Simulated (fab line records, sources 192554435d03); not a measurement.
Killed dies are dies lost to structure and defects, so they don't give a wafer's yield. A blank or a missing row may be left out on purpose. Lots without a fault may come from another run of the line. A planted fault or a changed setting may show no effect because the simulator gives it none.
Which tool did it? | flow n5_finfet | 8 lots, 24 wafers sampled, at 8 steps of a route of 1938

WHAT THE GAUGES READ, wafer by wafer
N5_BEOL_M0_SAQP_INSPECT_16: inspects for defects (brightfield).
lot  | measured     | on                | raw_defect_count
L815 | day 6 00:51  | defect_inspect-02 | 478 440 405
L816 | day 6 09:21  | defect_inspect-02 | 413 540 502
L821 | day 7 07:33  | defect_inspect-02 | 579 618 673
L822 | day 7 17:00  | defect_inspect-01 | 305 696 294
L824 | day 10 18:37 | defect_inspect-01 | 521 1020 438
L827 | day 10 18:38 | defect_inspect-01 | 404 357 386
L831 | day 10 19:28 | defect_inspect-01 | 390 250 358
L833 | day 10 18:53 | defect_inspect-01 | 389 497 409

N5_BEOL_M0_SAQP_INSPECT_42: inspects for defects (brightfield).
lot  | measured     | on                | raw_defect_count
L815 | day 6 04:38  | defect_inspect-01 | 428 304 242
L816 | day 6 13:20  | defect_inspect-01 | 311 353 417
L821 | day 7 11:20  | defect_inspect-01 | 390 329 318
L822 | day 7 20:59  | defect_inspect-01 | 232 374 217
L824 | day 10 23:56 | defect_inspect-02 | 353 709 245
L827 | day 10 23:59 | defect_inspect-01 | 331 203 240
L831 | day 11 03:57 | defect_inspect-02 | 272 166 279
L833 | day 11 01:22 | defect_inspect-01 | 297 251 233

N5_BEOL_M0_CUTY_INSPECT_59: inspects for defects (macro).
lot  | measured     | on                | raw_defect_count
L815 | day 6 06:01  | defect_inspect-02 | 1 1 1
L816 | day 6 15:32  | defect_inspect-02 | 2 2 1
L821 | day 7 13:22  | defect_inspect-02 | 2 0 0
L822 | day 7 22:16  | defect_inspect-02 | 2 1 5
L824 | day 11 02:20 | defect_inspect-02 | 2 231 4
L827 | day 11 02:34 | defect_inspect-02 | 2 2 3
L831 | day 11 05:24 | defect_inspect-01 | 3 5 0
L833 | day 11 03:04 | defect_inspect-01 | 2 1 2

N5_BEOL_M4_RC_MEAS_101.
lot  | measured     | on        | DIBL_N (mV/V)  | DIBL_P (mV/V)  | IOFF_N (nA/um) | IOFF_P (nA/um) | ION_N (uA/um) | ION_P (uA/um) | SS_N (mV/dec)  | SS_P (mV/dec)  | VT_N (mV)   | VT_P (mV)
L815 | day 8 06:11  | prober-01 | 33.5 37.7 34.6 | 31.3 36.1 32.5 | 0.11 0.17 0.13 | 0.14 0.20 0.15 | 649 662 664   | 443 455 452   | 70.3 72.0 71.9 | 72.5 73.5 72.4 | 254 253 253 | -258 -252 -256
L816 | day 8 15:01  | prober-01 | 34.5 34.5 39.1 | 36.0 36.8 41.7 | 0.14 0.14 0.24 | 0.19 0.20 0.29 | 691 673 698   | 475 464 470   | 70.4 70.9 71.9 | 73.7 74.3 74.9 | 249 251 242 | -252 -250 -247
L821 | day 9 10:14  | prober-01 | 33.6 36.4 35.0 | 31.7 35.0 34.1 | 0.10 0.14 0.12 | 0.16 0.21 0.20 | 667 675 663   | 464 462 462   | 70.8 72.4 70.9 | 71.8 72.9 72.1 | 257 252 255 | -254 -248 -249
L822 | day 9 16:55  | prober-01 | 37.2 33.7 30.6 | 39.2 35.7 31.6 | 0.19 0.13 0.09 | 0.23 0.18 0.13 | 662 667 638   | 451 454 441   | 72.9 70.8 70.6 | 73.5 72.9 72.3 | 250 252 256 | -249 -255 -255
L824 | day 13 07:37 | prober-01 | 38.0 39.8 36.5 | 36.9 38.6 34.7 | 0.18 0.22 0.15 | 0.25 0.28 0.21 | 688 686 667   | 464 470 458   | 71.5 72.1 71.7 | 73.6 74.4 72.7 | 248 247 251 | -250 -246 -250
L827 | day 12 21:15 | prober-01 | 37.7 36.4 37.2 | 35.8 34.5 34.4 | 0.17 0.15 0.16 | 0.22 0.19 0.19 | 691 675 676   | 473 462 460   | 72.6 72.1 72.3 | 73.5 72.9 72.9 | 248 250 251 | -246 -251 -251
L831 | day 13 19:43 | prober-02 | 37.5 39.9 40.5 | 35.8 38.6 39.5 | 0.16 0.21 0.24 | 0.21 0.25 0.27 | 694 683 715   | 471 462 481   | 71.5 72.6 72.2 | 74.1 74.0 74.0 | 249 245 244 | -249 -247 -245
L833 | day 13 01:41 | prober-01 | 35.2 35.7 37.2 | 36.5 36.8 39.7 | 0.14 0.16 0.19 | 0.17 0.18 0.22 | 678 681 698   | 458 457 471   | 70.4 71.7 72.5 | 72.9 73.2 73.5 | 248 248 246 | -257 -254 -250

WHICH TOOL RAN EACH LOT (tool, then ch and the chambers of the sampled wafers, then the start)
lot  | N5_MOL_CONTACT_COAG_CMP_52    | N5_BEOL_M0_SAQP_PECVD_04        | N5_BEOL_M0_SAQP_HM_DEP_111      | N5_BEOL_M0_SAQP_STRIP_86
L815 | cmp-03 ch 0,2, day 5 17:40    | pecvd-04 ch 0,2, day 6 00:13    | pecvd-04 ch 0,1,2, day 6 00:21  | rie_diel-05 ch 1,2, day 6 01:16
L816 | cmp-03 ch 0,1,3, day 6 04:05  | pecvd-01 ch 1,2, day 6 08:43    | pecvd-03 ch 0,1, day 6 08:51    | rie_diel-01 ch 1,2,3, day 6 09:51
L821 | cmp-01 ch 0,1,2, day 7 02:40  | pecvd-01 ch 0,1,2, day 7 07:02  | pecvd-04 ch 0,1, day 7 07:11    | rie_diel-06 ch 0,2,3, day 7 07:58
L822 | cmp-02 ch 1,2,3, day 7 12:09  | pecvd-04 ch 0,2, day 7 16:21    | pecvd-03 ch 1,2, day 7 16:29    | rie_diel-05 ch 0,2,3, day 7 17:28
L824 | cmp-01 ch 0,1,2, day 8 03:56  | pecvd-04 ch 1,2, day 10 17:40   | pecvd-04 ch 0,1, day 10 17:48   | rie_diel-01 ch 0,1, day 10 19:21
L827 | cmp-03 ch 1,2, day 8 23:30    | pecvd-01 ch 0, day 10 17:49     | pecvd-01 ch 0,1, day 10 18:02   | rie_diel-05 ch 0,2, day 10 19:22
L831 | cmp-02 ch 0,1,3, day 9 19:43  | pecvd-03 ch 0,1,2, day 10 18:44 | pecvd-03 ch 0,1, day 10 18:58   | rie_diel-05 ch 0,2,3, day 10 20:19
L833 | cmp-02 ch 0,1,2, day 10 07:55 | pecvd-04 ch 0,1,2, day 10 18:01 | pecvd-03 ch 0,1,2, day 10 18:09 | rie_diel-06 ch 0,1, day 10 19:49
- N5_MOL_CONTACT_COAG_CMP_52: polishes, stops on SiO2, t overpolish 1.5 s, target thk 66.5 nm.
- N5_BEOL_M0_SAQP_PECVD_04: deposits a-Si from SiH4/He, target thk 60 nm, time 60.2 s.
- N5_BEOL_M0_SAQP_HM_DEP_111: deposits SiO2 from SiH4/N2O, target thk 12 nm, time 7.2 s.
- N5_BEOL_M0_SAQP_STRIP_86: strips in N2/H2.

WHAT THE TOOLS THEMSELVES READ (means of the sampled wafers that have a number; where no wafer has one, the mark that the record gives instead)
N5_MOL_CONTACT_COAG_CMP_52.
lot  | tool   | motor_current_A (A) | overpolish_run_s (s) | retaining_ring_pressure_frac | time_to_endpoint_s (s)
L815 | cmp-03 | 11.3                | 1.500                | 1.004                        | 17.1
L816 | cmp-03 | 12.3                | 1.491                | 0.999                        | 15.2
L821 | cmp-01 | 13.1                | 1.495                | 0.999                        | 18.0
L822 | cmp-02 | 12.0                | 1.500                | 0.999                        | 12.6
L824 | cmp-01 | 13.3                | 1.500                | 0.998                        | 15.1
L827 | cmp-03 | 12.8                | 1.505                | 1.001                        | 12.2
L831 | cmp-02 | 11.4                | 1.490                | 1.003                        | 14.0
L833 | cmp-02 | 11.0                | 1.503                | 1.002                        | 12.8

N5_BEOL_M0_SAQP_PECVD_04.
lot  | tool     | heater_power_w (W) | showerhead_plenum_p_Torr (Torr) | throttle_valve_pct (%)
L815 | pecvd-04 | 573                | 5.68                            | 18.5
L816 | pecvd-01 | 777                | 5.59                            | 17.4
L821 | pecvd-01 | 721                | 5.67                            | 18.8
L822 | pecvd-04 | 521                | 5.68                            | 18.6
L824 | pecvd-04 | 564                | 5.69                            | 17.5
L827 | pecvd-01 | 626                | 5.76                            | 20.7
L831 | pecvd-03 | 617                | 5.67                            | 18.8
L833 | pecvd-04 | 543                | 5.68                            | 17.7

N5_BEOL_M0_SAQP_HM_DEP_111.
lot  | tool     | heater_power_w (W) | showerhead_plenum_p_Torr (Torr)
L815 | pecvd-04 | 691                | 8.20
L816 | pecvd-03 | 821                | 8.17
L821 | pecvd-04 | 725                | 8.28
L822 | pecvd-03 | 796                | 8.12
L824 | pecvd-04 | 771                | 8.28
L827 | pecvd-01 | 752                | 8.26
L831 | pecvd-03 | 759                | 8.18
L833 | pecvd-03 | 809                | 8.16

N5_BEOL_M0_SAQP_STRIP_86.
lot  | tool        | drypump_motor_current_A (A) | n2_flow_sccm (sccm) | oes_product_au (a.u.) | rf_vpp_V (V) | showerhead_plenum_p_Torr (Torr) | throttle_valve_pct (%)
L815 | rie_diel-05 | 6.2                         | 299.6               | 0.74                  | 121.4        | 3.30                            | 18.98
L816 | rie_diel-01 | 5.1                         | 300.3               | 0.73                  | 122.3        | 3.37                            | 18.97
L821 | rie_diel-06 | 6.1                         | 299.9               | 0.85                  | 122.4        | 3.40                            | 18.73
L822 | rie_diel-05 | 5.7                         | 299.2               | 0.78                  | 122.3        | 3.41                            | 19.03
L824 | rie_diel-01 | 5.1                         | 300.3               | 0.70                  | 121.6        | 3.45                            | 19.00
L827 | rie_diel-05 | 5.8                         | 299.3               | 0.68                  | 121.9        | 3.36                            | 19.07
L831 | rie_diel-05 | 5.7                         | 300.3               | 0.76                  | 121.9        | 3.40                            | 19.05
L833 | rie_diel-06 | 6.1                         | 299.7               | 0.78                  | 122.0        | 3.46                            | 18.62

THE ANSWER, worked out from the rows above alone
Rule: what is usual is taken from the lots themselves. Put in order of their means at a reading, lots are off if they are a third of the lots or fewer, leave a main group of 4 or more, and stand apart from it by a gap of 3 or more times the standard deviation of the main group's means; of several such gaps the widest counts. A main group whose means are all the same, to the digits that the tables above print for the reading, isn't used. A lot without any number at a reading at which 4 lots or more have one is off too. The other lots that the step has rows for count as sound. The gauges are gone through in route order, then the tools' own readings, and for those a lot's mean is taken as printed above. The first step at which some lot is off is used, and at that step the reading that is off furthest; a lot without a number counts as furthest.
Off: L824, at N5_BEOL_M0_CUTY_INSPECT_59 (raw_defect_count). The main group: mean 1.8, standard deviation 0.73.
A tool fits if, at a process step before that reading, it ran every lot that is off, and no sound lot after the first of them. The gauges at N5_BEOL_M0_CUTY_INSPECT_59 are tried like those tools. Can't be told from this: 3 tools fit, cmp-01 at N5_MOL_CONTACT_COAG_CMP_52, pecvd-04 at N5_BEOL_M0_SAQP_HM_DEP_111, rie_diel-01 at N5_BEOL_M0_SAQP_STRIP_86.

WHAT THE SIMULATOR HAD PUT IN
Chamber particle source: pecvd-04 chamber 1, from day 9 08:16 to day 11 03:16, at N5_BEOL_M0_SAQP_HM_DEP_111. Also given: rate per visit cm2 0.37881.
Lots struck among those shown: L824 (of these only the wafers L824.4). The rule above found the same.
